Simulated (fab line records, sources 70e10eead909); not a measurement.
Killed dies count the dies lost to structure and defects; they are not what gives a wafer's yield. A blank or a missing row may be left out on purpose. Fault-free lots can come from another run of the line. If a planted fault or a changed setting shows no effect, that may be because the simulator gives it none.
Which of the tools did it?	flow nandHarc	12 lots, 36 wafers sampled, at 4 steps of a route of 1159

== WHAT THE GAUGES READ, wafer by wafer ==
NHARC_END_SORT_01. Usual: defectLimitedYield 95.1 %, standard deviation 1.6; killedAtArray 29, standard deviation 11; killedAtOther 0.6, standard deviation 1; killedAtPeriphery 3.1, standard deviation 2.1; killedDies 33, standard deviation 11; killedOpen 3.1, standard deviation 1.9; killedShort 1.9, standard deviation 1.5; sort_bin_2_pct 1.5 %, standard deviation 0.66; sort_bin_3_pct 0.29 %, standard deviation 0.23; sort_bin_4_pct 3.1 %, standard deviation 0.98; sortNPass 644, standard deviation 11; sortRimYieldPct 96.9 %, standard deviation 2.3; sortYieldPct 95.1 %, standard deviation 1.6.
lot	measured	on	defectLimitedYield (%)	killedAtArray	killedAtOther	killedAtPeriphery	killedDies	killedOpen	killedShort	sort_bin_2_pct (%)	sort_bin_3_pct (%)	sort_bin_4_pct (%)	sortNPass	sortRimYieldPct (%)	sortYieldPct (%)	flag
L685	day 23 02:41	prober-01	94.7 93.5 94.1	23 26 29	0 0 0	13 18 11	36 44 40	3 0 1	1 3 2	1.9 2.5 1.5	0.30 0 0	3.1 4.0 4.4	641 633 637	99.1 100.0 98.1	94.7 93.5 94.1	OFF
L686	day 22 19:25	prober-02	93.4 93.1 93.5	28 26 27	2 2 2	15 19 15	45 47 44	2 1 2	3 2 0	2.4 2.2 1.3	0.74 0.44 0.15	3.5 4.3 5.0	632 630 633	99.1 94.3 96.2	93.4 93.1 93.5	OFF
L684	day 22 13:10	prober-02	93.6 93.6 92.5	33 27 35	0 0 0	10 16 16	43 43 51	5 4 4	5 3 0	2.4 1.5 2.8	0.15 0.74 0.44	3.8 4.1 4.3	634 634 626	98.1 94.3 92.5	93.6 93.6 92.5	OFF

== EACH LOT AND THE TOOL THAT RAN IT (in order: tool; ch and the chambers of the sampled wafers; start) ==
lot	NHARC_P_M1_PRE_CLEAN_30	NHARC_A_M0_PRE_CLEAN_31	NHARC_THIN_TSV_PRE_CLEAN_50
L675	pvdSputter-01, day 6 11:38	pecvd-02 ch 0,1,2, day 17 20:48	pvdSputter-03, no start
L674	pvdSputter-01, day 6 12:19	pecvd-04 ch 0,1, day 18 23:53	pvdSputter-01, no start
L673	pvdSputter-01, day 6 12:52	pecvd-01 ch 1,2, day 18 00:07	pvdSputter-01, no start
L676	pvdSputter-01, day 6 22:06	pecvd-02 ch 1,2, day 17 21:24	pvdSputter-02, no start
L677	pvdSputter-02, day 6 22:29	pecvd-01 ch 1,2, day 17 23:11	pvdSputter-02, no start
L679	pvdSputter-02, day 7 12:48	pecvd-02 ch 0,1, day 18 23:59	pvdSputter-03, no start
L682	pvdSputter-01, day 8 08:53	pecvd-01 ch 0,1,2, day 19 20:48	pvdSputter-01, no start
L685	pvdSputter-01, day 9 05:28	pecvd-02 ch 0,1,2, day 21 10:21	pvdSputter-03, day 23 02:41 or earlier
L686	pvdSputter-01, day 9 05:50	pecvd-01 ch 0,1,2, day 21 00:06	pvdSputter-03, day 22 19:25 or earlier
L684	pvdSputter-01, day 9 08:33	pecvd-01 ch 0,1,2, day 20 22:57	pvdSputter-01, day 22 13:10 or earlier
L690	pvdSputter-02, day 10 08:20	pecvd-04 ch 0,2, day 21 11:37	pvdSputter-02, no start
L692	pvdSputter-02, day 10 17:56	pecvd-02 ch 0,1, day 22 04:53	pvdSputter-03, no start
- NHARC_P_M1_PRE_CLEAN_30: time 30 s.
- NHARC_A_M0_PRE_CLEAN_31: time 12 s.
- NHARC_THIN_TSV_PRE_CLEAN_50: time 30 s.

== WHAT THE TOOLS THEMSELVES READ (means of the sampled wafers that have a number; where no wafer has one, the mark that the record gives instead) ==
NHARC_P_M1_PRE_CLEAN_30. Usual: heaterPowerW reads 375 W (standard deviation 28).
lot	tool	heaterPowerW (W)	flag
L675	pvdSputter-01	372	
L674	pvdSputter-01	358	
L673	pvdSputter-01	363	
L676	pvdSputter-01	361	
L677	pvdSputter-02	406	
L679	pvdSputter-02	396	
L682	pvdSputter-01	387	
L685	pvdSputter-01	360	
L686	pvdSputter-01	387	
L684	pvdSputter-01	364	
L690	pvdSputter-02	410	
L692	pvdSputter-02	389	

NHARC_A_M0_PRE_CLEAN_31. Usual: heaterPowerOuterW 365 W, standard deviation 60; heaterPowerW 617 W, standard deviation 88.
lot	tool	heaterPowerOuterW (W)	heaterPowerW (W)	flag
L675	pecvd-02	388	635	
L674	pecvd-04	378	668	
L673	pecvd-01	326	535	
L676	pecvd-02	335	557	
L677	pecvd-01	304	506	
L679	pecvd-02	418	663	
L682	pecvd-01	339	586	
L685	pecvd-02	367	617	
L686	pecvd-01	338	592	
L684	pecvd-01	304	546	
L690	pecvd-04	388	651	
L692	pecvd-02	395	627	

NHARC_THIN_TSV_PRE_CLEAN_50. Usual: heaterPowerW reads 378 W (standard deviation 32).
lot	tool	heaterPowerW (W)	flag
L675	pvdSputter-03	421	
L674	pvdSputter-01	358	
L673	pvdSputter-01	352	
L676	pvdSputter-02	389	
L677	pvdSputter-02	390	
L679	pvdSputter-03	400	
L682	pvdSputter-01	368	
L685	pvdSputter-03	397	
L686	pvdSputter-03	397	
L684	pvdSputter-01	369	
L690	pvdSputter-02	393	
L692	pvdSputter-03	372	

== THE ANSWER, worked out from the rows above alone ==
Rule: lot off if the mean of its wafers having a number is beyond 3 standard deviations from the usual mean. A lot without any number at a reading at which 4 lots or more have one is off too. All remaining lots with rows at the step are treated as sound. After the gauges, taken in route order, come the tools' own readings; for these a lot's mean is taken, as printed above. At the first step where some lot is off, the reading lying furthest off is the one used; lots without a number count as furthest.
Off: L685, L686, L684, at NHARC_END_SORT_01 (killedAtPeriphery). Neither off nor sound, because the step has no rows for them: L675, L674, L673, L676, L677, L679, L682, L690, L692.
A tool fits if, at a process step before that reading, it ran every lot that is off, and no sound lot after the first of them. Those tools and the gauges at NHARC_END_SORT_01 are tried in the same way. NHARC_THIN_TSV_PRE_CLEAN_50: start missing for some lots; hours and lot order therefore follow NHARC_END_SORT_01. One fits: NHARC_P_M1_PRE_CLEAN_30 on pvdSputter-01. It ran no sound lot before its first lot that is off in this sample, so the start can't be narrowed down.

== WHAT HAD BEEN PUT IN BY THE SIMULATOR ==
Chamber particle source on pvdSputter-01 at NHARC_P_M1_PRE_CLEAN_30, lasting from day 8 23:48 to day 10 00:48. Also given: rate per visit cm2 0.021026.
Shown lots that were struck: L684, L686, L685. This agrees with what the rule above found.
